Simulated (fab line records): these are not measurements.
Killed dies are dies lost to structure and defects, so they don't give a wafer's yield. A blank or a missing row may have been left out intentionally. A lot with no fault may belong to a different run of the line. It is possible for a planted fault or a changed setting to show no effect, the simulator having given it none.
A struck lot beside a sound one	flow n5Finfet	41 steps out of a route of 1938
Sound: wafers L454.2, L454.3, L454.5. Struck: wafers L462.3, L462.4, L462.6. The cause comes at the end.
Per side, at each step with rows, come the tool, then ch with its chambers, and then its first start. Under that, the readings that differ: sound wafers	struck wafers	difference of the means	sigmas: that difference in standard deviations of wafers without a fault.
alike: words and numbers the same on both sides, and readings whose means are apart by under 2 such deviations; not compared: readings that were withheld, readings missing a value for some wafer, numbers with overlapping values and no deviation given by the record, and bounds like >300 which may hide the same value.
The two part at a step that has a row with sigmas, a row that says differs or no value, or rows on one side only. Numbers that don't overlap but have no deviation are shown without sigmas and don't part them. A reading missing from all wafers of one side parts the sides only when that side holds two or more wafers.

first, 1 step without rows for these wafers: N5_BEOL_M9_STRIP_80 (strips in N2/H2, time 10 s).
N5_BEOL_M9_OCD_MEAS_38:
  struck on ocd-02, day 12 08:42; sound on ocd-02, day 10 10:27
  alike: trenchDepthNm
then, 4 steps without rows for these wafers: N5_BEOL_M9_HM_STRIP_39 (strips TiN in peroxide tin strip, target depth 25 nm, time 158 s); N5_BEOL_M9_SRD_40 (time 30 s); N5_BEOL_M9_PRECLEAN_42 (cleans in residue remover, time 60 s); N5_BEOL_M9_SRD_43 (time 30 s).
N5_BEOL_M9_CD_MEAS_35: target cd 70 nm, target cd y 40 nm.
  struck on cdSem-02, day 12 08:51; sound on cdSem-03, day 10 10:37
  alike: cdNm
then, 1 step without rows for these wafers: N5_BEOL_M9_CURE_72 (cures SiCOH lowk, time 120 s).
N5_BEOL_M9_DEGAS_44: time 60 s.
  struck on pvdSputter-02, day 12 09:13; sound on pvdSputter-02, day 10 11:17
  alike: heaterPowerW
then, 3 steps without rows for these wafers: N5_BEOL_M9_PRE_CLEAN_45 (time 30 s); N5_BEOL_M9_ALD_74 (deposits TaN, target thk 2 nm, pulse time 2 s, purge time 3 s); N5_BEOL_M9_SURFACE_TREAT_79.
N5_BEOL_M9_CVD_78: deposits Co from CCTBA/H2, target thk 2 nm, time 138.9 s.
  sound on cvdCo-02 ch 0,1,2, day 10 12:06; struck on cvdCo-02 ch 0,1,2, day 12 10:13
N5_BEOL_M9_SPUTTER_48: material Cu, target thk 12 nm, time 2 s.
  struck on pvdSputter-01, day 12 12:34; sound on pvdSputter-02, day 10 13:37
  alike: substrateTempC, throttleValvePct
then, 1 step without rows for these wafers: N5_BEOL_M9_ECD_50 (material Cu, target thk 318 nm).
N5_BEOL_M9_ANNEAL_51: time 90 s.
  sound on rtpAnneal-01 ch 0, day 10 13:53; struck on rtpAnneal-01 ch 0, day 12 12:53
  alike: wafer_temp_C_max
then, 1 step without rows for these wafers: N5_BEOL_M9_CMP_52 (polishes, stops on SiCOH lowk, t overpolish 7 s, target thk 140 nm).
N5_BEOL_M9_THK_MEAS_53: measures by xrf.
  struck on filmMetro-01, day 12 13:23; sound on filmMetro-02, day 10 14:26
  alike: M9_THK
then, 2 steps without rows for these wafers: N5_BEOL_M9_PRE_CLEAN_55 (time 15 s); N5_BEOL_M9_DEP_56 (deposits SiCN from 3MS/NH3, target thk 15 nm, time 26.5 s).
N5_BEOL_M9_RS_MEAS_57: uses a four-point probe to measure.
  struck on filmMetro-02, day 12 13:32; sound on filmMetro-02, day 10 14:36
  alike: M9_RS
then, 2 steps without rows for these wafers: N5_BEOL_M10_ILD_DEP_00 (deposits SiCOH lowk from DEMS/porogen, target thk 308.51 nm, time 58 s); N5_BEOL_M10_CURE_71 (cures SiCOH lowk, time 240 s).
N5_BEOL_M10_THK_MEAS_01:
  struck on filmMetro-02, day 12 14:18; sound on filmMetro-01, day 10 15:17
  alike: M10_ILD_THK
N5_BEOL_M10_PECVD_70: deposits SiO2 from TEOS/O2, target thk 20 nm, time 22.7 s.
  sound on pecvd-01 ch 0,1, day 10 15:19; struck on pecvd-02 ch 0,2, day 12 14:20
  alike: heaterPowerW, showerheadPlenumPTorr, throttleValvePct
N5_BEOL_M10_HM_DEP_02: deposits TiN, target thk 20 nm.
  struck on pvdSputter-03, day 12 15:43; sound on pvdSputter-03, day 10 15:55
  alike: substrateTempC, throttleValvePct
then, 8 steps without rows for these wafers: N5_BEOL_M10_COAT_59 (time 60 s, resist thk 100 nm); N5_BEOL_M10_COAT_60 (time 60 s, resist thk 30 nm); N5_BEOL_M10_COAT_05 (resist thk 90 nm); N5_BEOL_M10_EBR_07; N5_BEOL_M10_SOFTBAKE_06 (time 60 s); N5_BEOL_M10_EXPOSE_08 (exposes mask M10); N5_BEOL_M10_PEB_09 (peb time 60 s); N5_BEOL_M10_DEVELOP_10 (develop time 30 s).
N5_BEOL_M10_CD_MEAS_11 targets a cd of 64.1 nm.
  sound on cdSem-01 ch 0, day 10 16:25; struck on cdSem-02 ch 0, day 12 16:12
  alike: cdNm
N5_BEOL_M10_OVL_MEAS_12:
  sound on overlay-02 ch 0, day 10 16:27; struck on overlay-02 ch 0, day 12 16:14
  alike: M10_OVL
then, 4 steps without rows for these wafers: N5_BEOL_M10_DESCUM_16 (chemistry O2, time 7.9 s); N5_BEOL_M10_ETCH_61 (etches SiARC in CF4, target depth 39 nm, time 65 s); N5_BEOL_M10_ETCH_62 (etches SOC in N2/H2, target depth 110 nm, overetch 22 nm, time 165 s); N5_BEOL_M10_STRIP_68 (strips in N2/H2).
-- record jumps: 2 days separate the struck wafers' starts on either side; left off in module BEOL_M10, taken up again in module PASSIVATION, whose first shown step is the route's number 1936 --
N5_PASSIVATION_PROBE_49:
  rows exist in the record for the struck wafers here (prober-02, day 14 21:40), but not for the sound ones

WHERE THEY PART
N5_PASSIVATION_PROBE_49 only, going by this record.

WHY: the cause the simulator had injected
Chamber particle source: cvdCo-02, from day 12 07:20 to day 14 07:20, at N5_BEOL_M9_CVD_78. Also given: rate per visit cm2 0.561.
